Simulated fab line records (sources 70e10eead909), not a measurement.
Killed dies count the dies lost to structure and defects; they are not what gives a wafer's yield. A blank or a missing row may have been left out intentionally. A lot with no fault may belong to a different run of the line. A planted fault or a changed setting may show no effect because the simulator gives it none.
fab line records	flow nand_harc
[record] lots = 7	wafers = 18	last_day = 34
route steps=1302 shown A_CONTACT@1080 END@1302
lots that met no fault: taken from a fault-free run of the same line
start_h: hours from the record's first day to the start of the lot's first wafer shown	wait_h: hours elapsed since this lot's preceding step	" the same as in the row above	L1.1+2: one row covering several wafers at once	- value missing, or start not given	* or withheld: withheld	< > ~ a bound
route shown NAME@n: names a module that has steps shown in the file, with the first one's number in the route	usual: the fault-free wafers' mean and standard deviation	same: alike in all rows	chamber/n: place in a boat	sites: readings site by site	_std_site: standard deviation of those values	_edge_site: inner sites' mean taken away from outer sites' mean	radius_mm: for every site, how far away it sits from the centre of the wafer	mask NAME#n: copy n	behind: tool/chamber where the wafer was last shaped	hold: why the lot was held/for how many hours/how that ended	device: transistor that didn't switch, given as n, p or np	end of line: at the end of the route, the tests of the same wafers	step lacking rows: just its recipe	killed: count of dies lost to structure and defects at first sort (not the wafer's yield)	map: the dies of a wafer, with x for killed, . for not killed, _ for no die there
set.NAME: the run value of the setting; set.NAME@STEP: its run value at that earlier step	model.NAME: the simulator's own value behind a step, which no gauge read
lots at some steps of the route; a table a step, a row a wafer
services: from which hour (start_h, from the record's first day; less than 0 if before it) a tool's chamber was out of use, for how many hours, and why
[[steps]]
[step NHARC_A_CONTACT_INSPECT_10]
[usual] raw_defect_count = 85/38
lot.wafer	tool	chamber	start_h	wait_h	raw_defect_count
L237.1	defect_inspect-02	-	535.97	0.0	105
L237.4	"	-	"	"	102
L237.6	"	-	"	"	103
L238.2	defect_inspect-02	-	537.71	0.0	27
L238.3	"	-	"	"	16
L238.6	"	-	"	"	13
L243.2	defect_inspect-01	-	611.71	0.0	144
L243.3	"	-	"	"	100
L243.4	"	-	"	"	117
L245.1	defect_inspect-01	-	631.71	0.0	25
L245.3	"	-	"	"	32
L245.5	"	-	"	"	33
L255.1	defect_inspect-02	-	730.93	0.0	95
L255.5	"	-	"	"	99
L257.1	defect_inspect-01	-	743.32	0.0	102
L257.5	"	-	"	"	103
L256.1	defect_inspect-01	-	760.98	0.0	13
L256.2	"	-	"	"	15
[step NHARC_A_CONTACT_DESCUM_13]
[recipe] time_s = 3	o2_flow_sccm = 200	ar_flow_sccm = 0	bias_power_w = 0	chemistry = O2
[step NHARC_A_CONTACT_ETCH_88]
[recipe] target_depth_a = 390	over_etch_frac = 0.3	time_s = 65	ion_energy_ev = 80	cf4_flow_sccm = 150	ar_flow_sccm = 0	rf_w = 300	bias_w = 100	chemistry = CF4
[step NHARC_A_CONTACT_ETCH_89]
[recipe] target_depth_a = 2600	over_etch_frac = 0.3	time_s = 475.3	ion_energy_ev = 200	n2_flow_sccm = 150	h2_flow_sccm = 150	ar_flow_sccm = 0	rf_w = 400	bias_w = 150	chemistry = N2/H2
[usual] drypump_motor_current_A = 5.8/0.36	oes_product_au = 1.000/0.013	rf_vpp_V = 431/3.1	run_length_s = 496.7/0.42	showerhead_plenum_p_Torr = 2.04/0.11	throttle_valve_pct = 14.170/0.0095
[same] time_s = 475.3
lot.wafer	tool	chamber	start_h	wait_h	drypump_motor_current_A	oes_product_au	rf_hours_counter_h	rf_vpp_V	run_length_s	showerhead_plenum_p_Torr	throttle_valve_pct
L237.4	rie_diel-09	1	-	-	5.8	1.025	11	436	497.2	2.19	14.172
L237.1	"	0	"	"	4.9	0.999	10	429	497.3	2.02	14.171
L237.6	"	2	"	"	6.2	0.999	-	428	496.7	2.01	14.170
L238.2	rie_diel-03	3	-	-	5.7	0.993	10	428	496.8	1.88	14.163
L238.3	"	1	"	"	5.7	0.996	12	432	497.0	2.07	14.179
L238.6	"	0	"	"	6.0	1.011	-	426	496.0	1.88	14.172
L243.2	rie_diel-09	0	-	-	4.9	1.003	32	431	497.1	2.02	14.185
L243.4	"	2	"	"	6.2	1.024	36	430	496.5	2.00	14.174
L243.3	"	3	"	"	6.0	1.031	37	434	496.4	2.20	14.171
L245.3	rie_diel-03	2	-	-	6.0	1.001	26	431	496.5	2.05	14.182
L245.1	"	3	"	"	5.7	1.008	24	426	496.9	1.88	14.174
L245.5	"	2	"	"	6.0	1.000	-	431	496.7	2.05	14.170
L255.1	rie_diel-03	0	-	-	6.0	1.004	15	436	496.0	2.21	14.176
L255.5	"	1	"	"	5.8	0.982	-	431	496.7	2.06	14.169
L257.1	rie_diel-09	3	-	-	6.0	0.995	13	433	496.2	2.19	14.196
L257.5	"	1	"	"	5.8	1.020	-	433	497.5	2.18	14.160
L256.1	rie_diel-03	3	-	-	5.7	1.004	21	425	496.9	1.87	14.172
L256.2	"	1	"	"	5.8	0.984	19	432	497.2	2.06	14.160
[step NHARC_A_CONTACT_ETCH_30]
[recipe] target_depth_a = 726	time_s = 36.3	cf4_flow_sccm = 100	chf3_flow_sccm = 30	ar_flow_sccm = 0	rf_w = 500	bias_w = 200	chemistry = CF4/CHF3
[usual] drypump_motor_current_A = 5.8/0.37	oes_product_au = 0.930/0.018	rf_vpp_V = 370.5/2.8	run_length_s = 57.7/0.41	showerhead_plenum_p_Torr = 1.57/0.078	throttle_valve_pct = 16.804/0.01
[same] time_s = 36.3
lot.wafer	tool	chamber	start_h	wait_h	drypump_motor_current_A	oes_product_au	rf_hours_counter_h	rf_vpp_V	run_length_s	showerhead_plenum_p_Torr	throttle_valve_pct
L237.1	rie_diel-09	1	-	-	5.8	0.946	11	374.1	58.1	1.68	16.814
L237.4	"	3	"	"	6.0	0.935	12	374.4	57.6	1.70	16.800
L237.6	"	2	"	"	6.2	0.932	-	369.6	57.2	1.55	16.804
L238.3	rie_diel-03	1	-	-	5.7	0.907	12	372.0	57.7	1.59	16.800
L238.2	"	2	"	"	6.0	0.917	11	371.9	57.3	1.59	16.808
L238.6	"	2	"	"	6.1	0.917	-	370.4	57.8	1.59	16.809
L243.2	rie_diel-09	3	-	-	6.0	0.938	37	374.2	57.2	1.69	16.806
L243.4	"	0	"	"	4.9	0.916	33	370.7	58.1	1.56	16.785
L243.3	"	2	"	"	6.2	0.921	36	368.7	57.6	1.55	16.790
L245.1	rie_diel-03	2	-	-	6.1	0.934	26	371.7	57.8	1.58	16.792
L245.3	"	3	"	"	5.7	0.942	24	366.2	57.6	1.46	16.791
L245.5	"	1	"	"	5.8	0.918	-	370.0	58.1	1.59	16.797
L255.1	rie_diel-03	3	-	-	5.7	0.968	15	366.8	57.6	1.45	16.817
L255.5	"	1	"	"	5.8	0.936	-	370.2	57.8	1.59	16.799
L257.1	rie_diel-09	0	-	-	4.9	0.910	19	368.3	58.4	1.55	16.793
L257.5	"	2	"	"	6.2	0.924	-	369.6	57.2	1.54	16.811
L256.1	rie_diel-03	3	-	-	5.7	0.933	22	368.9	57.7	1.45	16.811
L256.2	"	2	"	"	6.1	0.929	20	371.9	57.9	1.58	16.809
[step NHARC_A_CONTACT_ETCH_31]
[recipe] target_depth_a = 28000	over_etch_frac = 0.3	time_s = 728	ion_energy_ev = 150	o2_flow_sccm = 400	cos_flow_sccm = 20	ar_flow_sccm = 0	rf_w = 500	bias_w = 300	chemistry = O2/COS
[usual] drypump_motor_current_A = 5.8/0.36	oes_product_au = 1.000/0.012	rf_vpp_V = 314.3/2.3	run_length_s = 749.4/0.43	showerhead_plenum_p_Torr = 3.13/0.16	throttle_valve_pct = 28.330/0.0086
[same] time_s = 728
lot.wafer	tool	chamber	start_h	wait_h	drypump_motor_current_A	oes_product_au	rf_hours_counter_h	rf_vpp_V	run_length_s	showerhead_plenum_p_Torr	throttle_valve_pct
L237.1	rie_diel-09	2	-	-	6.2	1.015	14	312.1	749.0	3.08	28.335
L237.4	"	3	"	"	6.0	1.010	13	316.1	749.0	3.37	28.333
L237.6	"	1	"	"	5.8	1.019	-	316.8	750.2	3.34	28.317
L238.3	rie_diel-03	0	-	-	6.0	1.018	11	310.5	748.7	2.89	28.333
L238.2	"	2	"	"	6.1	0.989	11	315.4	749.1	3.15	28.331
L238.6	"	0	"	"	6.0	1.007	-	312.2	748.6	2.89	28.322
L243.2	rie_diel-09	3	-	-	6.0	1.015	37	318.8	749.1	3.35	28.319
L243.3	"	0	"	"	4.9	1.002	33	315.1	750.6	3.09	28.320
L243.4	"	1	"	"	5.8	1.026	32	316.4	749.8	3.33	28.331
L245.1	rie_diel-03	1	-	-	5.8	0.988	26	315.0	750.0	3.15	28.325
L245.3	"	2	"	"	6.0	1.004	26	314.6	749.7	3.14	28.317
L245.5	"	1	"	"	5.8	0.982	-	313.5	749.5	3.15	28.335
L255.1	rie_diel-03	2	-	-	6.0	1.015	15	312.4	749.1	3.13	28.321
L255.5	"	3	"	"	5.7	1.009	-	310.4	749.9	2.89	28.333
L257.1	rie_diel-09	3	-	-	6.0	1.000	13	319.3	749.0	3.34	28.321
L257.5	"	0	"	"	4.9	0.988	-	313.0	750.0	3.07	28.337
L256.1	rie_diel-03	3	-	-	5.7	1.010	22	310.7	749.5	2.88	28.314
L256.2	"	2	"	"	6.0	1.009	20	315.1	749.8	3.13	28.339
[step NHARC_A_CONTACT_ETCH_134]
[recipe] source_w = withheld	pressure_mtorr = 20	bias_v = withheld	time_s = 140	target_depth_a = 7000	ar_flow_sccm = withheld	c4f8_flow_sccm = withheld	o2_flow_sccm = withheld	chemistry = C4F8/O2/Ar
[step NHARC_A_CONTACT_ETCH_135]
[recipe] source_w = withheld	pressure_mtorr = 20	bias_v = 1200	time_s = 311	target_depth_a = 19120	ar_flow_sccm = withheld	c4f8_flow_sccm = withheld	o2_flow_sccm = withheld	chemistry = C4F8/O2/Ar
[step NHARC_A_CONTACT_ETCH_136]
[recipe] source_w = withheld	pressure_mtorr = 20	bias_v = 1200	time_s = 311	target_depth_a = 19120	ar_flow_sccm = withheld	c4f8_flow_sccm = withheld	o2_flow_sccm = withheld	chemistry = C4F8/O2/Ar
[usual] run_length_s = 311/0
[same] time_s = 311
lot.wafer	tool	chamber	start_h	wait_h	rf_hours_counter_h	run_length_s
L237.1	har_cap_etch-01	1	537.76	0.2	7	311
L237.4	"	1	"	"	-	311
L237.6	"	1	"	"	-	311
L238.2	har_cap_etch-02	0	539.40	0.2	93	311
L238.3	"	1	"	"	-	311
L238.6	"	0	"	"	-	311
L243.2	har_cap_etch-02	0	614.02	0.2	106	311
L243.3	"	1	"	"	-	311
L243.4	"	0	"	"	-	311
L245.1	har_cap_etch-02	0	633.37	0.2	107	311
L245.3	"	0	"	"	-	311
L245.5	"	0	"	"	-	311
L255.1	har_cap_etch-01	0	732.59	0.2	36	311
L255.5	"	0	"	"	-	311
L257.1	har_cap_etch-01	1	745.00	0.2	37	311
L257.5	"	0	"	"	-	311
L256.2	har_cap_etch-01	0	763.77	0.2	42	311
L256.1	"	1	"	"	42	311
[step NHARC_A_CONTACT_ETCH_137]
[recipe] source_w = withheld	pressure_mtorr = 20	bias_v = 1200	time_s = 311	target_depth_a = 19120	ar_flow_sccm = withheld	c4f8_flow_sccm = withheld	o2_flow_sccm = withheld	chemistry = C4F8/O2/Ar
[step NHARC_A_CONTACT_ETCH_138]
[recipe] source_w = withheld	pressure_mtorr = 20	bias_v = 1200	time_s = 311	target_depth_a = 19140	ar_flow_sccm = withheld	c4f8_flow_sccm = withheld	o2_flow_sccm = withheld	chemistry = C4F8/O2/Ar
[step NHARC_A_CONTACT_ETCH_139]
[recipe] source_w = withheld	pressure_mtorr = 20	bias_v = 400	time_s = 195	target_depth_a = 8400	ar_flow_sccm = withheld	c4f8_flow_sccm = 11.5	o2_flow_sccm = 7.2	chemistry = C4F8/O2/Ar
[step NHARC_A_CONTACT_ETCH_92]
[recipe] target_depth_a = 400	over_etch_frac = 0.5	time_s = 85.7	ion_energy_ev = 120	ch3f_flow_sccm = 50	o2_flow_sccm = 30	ar_flow_sccm = 200	rf_w = 500	bias_w = 100	chemistry = CH3F/O2
[usual] drypump_motor_current_A = 5.8/0.3	oes_product_au = 0.931/0.02	rf_vpp_V = 244.0/2	run_length_s = 107.0/0.44	showerhead_plenum_p_Torr = 2.43/0.12	throttle_valve_pct = 20.662/0.01
lot.wafer	tool	chamber	start_h	wait_h	drypump_motor_current_A	oes_product_au	rf_hours_counter_h	rf_vpp_V	run_length_s	showerhead_plenum_p_Torr	throttle_valve_pct
L237.1	rie_diel-03	3	539.08	0.5	5.7	0.925	10	242.1	107.3	2.28	20.670
L237.4	"	2	"	"	6.1	0.929	11	245.8	107.0	2.48	20.642
L237.6	"	0	"	"	6.0	0.916	-	241.5	106.8	2.27	20.663
L238.2	rie_diel-09	1	540.74	0.5	5.8	0.950	13	247.8	107.3	2.63	20.668
L238.3	"	0	"	"	4.9	0.913	12	243.1	108.0	2.44	20.662
L238.6	"	1	"	"	5.8	0.947	-	246.0	107.4	2.63	20.652
L243.2	rie_diel-03	0	615.35	0.5	6.0	0.925	22	241.1	106.7	2.27	20.660
L243.3	"	2	"	"	6.0	0.936	23	244.9	107.1	2.48	20.647
L243.4	"	3	"	"	5.7	0.935	22	240.6	107.1	2.28	20.664
L245.1	rie_diel-03	2	634.76	0.5	6.0	0.941	27	244.0	106.9	2.47	20.670
L245.3	"	0	"	"	6.0	0.947	24	240.5	106.7	2.27	20.662
L245.5	"	2	"	"	6.0	0.929	-	244.6	107.0	2.47	20.673
L255.1	rie_diel-03	0	734.00	0.6	6.0	0.951	16	246.6	77.9	2.65	20.667
L255.5	"	2	"	"	6.0	0.968	-	245.4	78.3	2.47	20.686
L257.1	rie_diel-03	2	746.37	0.5	6.0	0.933	17	242.8	78.3	2.47	20.632
L257.5	"	3	"	"	5.7	0.926	-	240.1	78.6	2.27	20.681
L256.1	rie_diel-03	2	765.14	0.5	5.9	0.923	20	244.3	78.6	2.47	20.680
L256.2	"	3	"	"	5.7	0.928	22	241.1	107.1	2.27	20.673
[step NHARC_A_CONTACT_ETCH_98]
[recipe] target_depth_a = 200	over_etch_frac = 0.5	time_s = 10	ion_energy_ev = 250	c4f6_flow_sccm = 25	o2_flow_sccm = 20	ar_flow_sccm = 500	rf_w = 600	bias_w = 500	chemistry = C4F6/O2
[usual] drypump_motor_current_A = 5.8/0.31	oes_product_au = 0.950/0.017	rf_vpp_V = 546/3.8	run_length_s = 31.1/0.34	showerhead_plenum_p_Torr = 3.89/0.18	throttle_valve_pct = 26.903/0.0088
[same] time_s = 10
lot.wafer	tool	chamber	start_h	wait_h	drypump_motor_current_A	oes_product_au	rf_hours_counter_h	rf_vpp_V	run_length_s	showerhead_plenum_p_Torr	throttle_valve_pct
L237.4	rie_diel-03	1	-	-	5.8	0.926	13	547	31.3	3.97	26.902
L237.1	"	0	"	"	5.9	0.957	11	541	30.5	3.65	26.902
L237.6	"	2	"	"	6.0	0.946	-	548	31.5	3.96	26.907
L238.3	rie_diel-09	1	-	-	5.8	0.984	13	553	31.3	4.19	26.896
L238.2	"	3	"	"	6.0	0.963	14	553	31.3	4.22	26.895
L238.6	"	0	"	"	4.9	0.953	-	546	31.7	3.90	26.886
L243.2	rie_diel-03	2	-	-	6.0	0.965	23	548	31.5	3.95	26.914
L243.4	"	3	"	"	5.7	0.956	22	540	31.6	3.65	26.902
L243.3	"	0	"	"	6.0	0.968	22	541	30.8	3.64	26.899
L245.1	rie_diel-03	2	-	-	6.0	0.961	27	548	31.4	3.95	26.908
L245.3	"	3	"	"	5.7	0.958	24	541	31.5	3.65	26.919
L245.5	"	1	"	"	5.8	0.953	-	548	31.5	3.96	26.911
L255.1	rie_diel-03	2	734.10	0.1	6.0	0.962	15	548	30.8	3.94	26.892
L255.5	"	2	"	"	6.0	0.969	-	547	30.8	3.94	26.901
L257.1	rie_diel-03	0	746.51	0.1	5.9	0.949	18	551	30.9	4.22	26.896
L257.5	"	0	"	"	6.0	0.956	-	552	30.6	4.21	26.910
L256.2	rie_diel-03	1	-	-	5.8	0.909	20	547	31.2	3.95	26.915
L256.1	"	2	"	"	6.1	0.952	20	548	30.8	3.93	26.914
[step NHARC_END_SORT_01]
[recipe] temp_c = 25
[usual] killed_at_array = 51/18	killed_at_other = 1.0/1.2	killed_at_periphery = 3.7/2.9	killed_dies = 55/19	killed_open = 3.5/1.9	killed_short = 2.6/1.6
[same] gross_dies = 677
lot.wafer	tool	chamber	start_h	wait_h	killed_at_array	killed_at_other	killed_at_periphery	killed_dies	killed_open	killed_short
L238.2	prober-01	0	586.22	2.8	39	3	2	44	3	7
L238.3	prober-01	0	587.02	3.1	20	2	2	24	3	2
L238.6	prober-01	0	589.40	4.0	19	1	0	20	1	2
L243.2	prober-01	0	660.87	2.8	91	1	1	93	2	3
L243.3	prober-01	0	661.66	3.1	57	1	2	60	2	4
L243.4	prober-01	0	662.45	3.4	67	0	3	70	4	2
L245.1	prober-01	0	682.91	2.5	27	0	4	31	1	1
L245.3	prober-01	0	684.54	3.1	33	0	2	35	4	3
L245.5	prober-01	0	686.18	3.8	29	0	5	34	5	3
// killed by level:class
L238.2 A_CHANNEL_HOLE_D2:chamber_film_flake=17 A_BLC:chamber_film_flake=6 A_CONTACT:chamber_film_flake=4 THIN_TSV:chamber_film_flake=3 A_CHANNEL_HOLE_D1:chamber_film_flake=2 A_SLIT:chamber_film_flake=2 P_STI:geometric_particle:short=1 P_M2:geometric_particle:short=1
L238.3 A_CHANNEL_HOLE_D2:chamber_film_flake=6 A_CONTACT:chamber_film_flake=6 A_BLC:chamber_film_flake=2 THIN_TSV:chamber_film_flake=2 P_M0:geometric_particle:short=1 A_DECK1_JOINT:geometric_particle:open=1 A_ONON_D2:geometric_particle:short=1 A_ONON_D2:geometric_particle:open=1
L238.6 A_CHANNEL_HOLE_D2:chamber_film_flake=9 A_CONTACT:chamber_film_flake=5 A_CHANNEL_FILL_D2:geometric_particle:short=1 A_CHANNEL_FILL_D2:geometric_particle:open=1 A_WL_FILL:geometric_particle:short=1 A_CHANNEL_HOLE_D1:chamber_film_flake=1 A_BLC:chamber_film_flake=1 THIN_TSV:chamber_film_flake=1
L243.2 A_SLIT:chamber_film_flake=36 A_CHANNEL_HOLE_D1:chamber_film_flake=34 A_CONTACT:chamber_film_flake=7 A_STAIRCASE:chamber_film_flake=4 A_CHANNEL_HOLE_D2:chamber_film_flake=3 A_ONON_D2:geometric_particle:open=2 A_ONON_D2:geometric_particle:short=1 A_WL_FILL:geometric_particle:short=1
L243.3 A_CHANNEL_HOLE_D1:chamber_film_flake=29 A_SLIT:chamber_film_flake=10 A_CONTACT:chamber_film_flake=6 A_CHANNEL_HOLE_D2:unspecified=3 A_STAIRCASE:chamber_film_flake=3 P_GATE:geometric_particle:open=1 P_M2:geometric_particle:open=1 A_CHANNEL_HOLE_D2:geometric_particle:short=1
L243.4 A_SLIT:chamber_film_flake=33 A_CHANNEL_HOLE_D1:chamber_film_flake=20 A_CHANNEL_FILL_D1:chamber_film_flake=4 P_M0:geometric_particle:open=2 A_CHANNEL_FILL_D2:geometric_particle:short=2 A_CONTACT:chamber_film_flake=2 P_GATE:geometric_particle:open=1 A_M0:geometric_particle:open=1
L245.1 A_CHANNEL_HOLE_D1:chamber_film_flake=11 A_STAIRCASE:chamber_film_flake=4 P_GATE:chamber_film_flake=3 A_CHANNEL_HOLE_D2:chamber_film_flake=3 A_SLIT:chamber_film_flake=2 A_WL_FILL:chamber_film_flake=2 A_CHANNEL_HOLE_D2:geometric_particle:open=1 A_WL_FILL:geometric_particle:short=1
L245.3 A_STAIRCASE:chamber_film_flake=7 A_CHANNEL_HOLE_D1:chamber_film_flake=5 A_SLIT:chamber_film_flake=4 A_CHANNEL_FILL_D2:chamber_film_flake=3 A_CONTACT:geometric_particle:open=2 A_DECK1_JOINT:chamber_film_flake=2 A_CHANNEL_HOLE_D2:chamber_film_flake=2 A_WL_FILL:chamber_film_flake=2
L245.5 A_CHANNEL_HOLE_D2:chamber_film_flake=8 A_STAIRCASE:chamber_film_flake=7 A_CHANNEL_HOLE_D1:chamber_film_flake=3 A_CHANNEL_HOLE_D2:geometric_particle:open=2 A_SLIT:chamber_film_flake=2 P_ZERO_WELL:geometric_particle:short=1 P_GATE:geometric_particle:open=1 P_CONTACT:geometric_particle:open=1
[[services]]
tool	chamber	start_h	hours	kind
rie_diel-03	0	516.39	-	clean
rie_diel-03	1	516.39	-	clean
rie_diel-03	2	516.39	-	clean
rie_diel-03	3	516.39	-	clean
rie_diel-03	0	540.89	-	clean
rie_diel-03	1	540.89	-	clean
rie_diel-03	2	540.89	-	clean
rie_diel-03	3	540.89	-	clean
rie_diel-03	0	565.39	-	clean
rie_diel-03	1	565.39	-	clean
rie_diel-03	2	565.39	-	clean
rie_diel-03	3	565.39	-	clean
rie_diel-09	1	614.05	21.8	repair
rie_diel-03	-	635.49	9.0	pm
rie_diel-09	2	636.53	4.5	repair
rie_diel-09	3	667.97	27.0	repair
rie_diel-09	-	674.23	9.0	pm
rie_diel-09	-	690.00	1.5	repair
har_cap_etch-02	-	704.55	3.0	repair
rie_diel-03	1	709.16	9.5	repair
rie_diel-03	2	719.35	2.9	repair
rie_diel-09	1	722.39	2.7	repair
har_cap_etch-02	-	754.00	17.0	pm
rie_diel-03	0	759.99	3.4	repair
[[key]]
[first_sign] step = NHARC_A_CONTACT_ETCH_92	reading = run_length_s	direction = down	sigmas = 65	usual = *	struck = *
effect none on later readings
met_at NHARC_A_CONTACT_ETCH_92
struck_wafers L255.1,L255.5,L256.1,L257.1,L257.5
tester_left_out L255,L256,L257
onset_between 634.76 734.00
[fault] kind = process_parameter_drift	tool = rie_diel-03	chamber = -	onset_h = 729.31	steps = NHARC_A_CONTACT_ETCH_92	channel = time_s	offset = *	shape = step	end_h = 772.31	scope = struck_wafers_only	acts_in = *	stated = *
// tester_left_out: of these lots the tester's yield and bins aren't shown, on N5 and GAA mostly nor the transistor test; their killed dies are dies lost to structure and defects alone, not to doping, threshold or leakage, so they don't give the yield
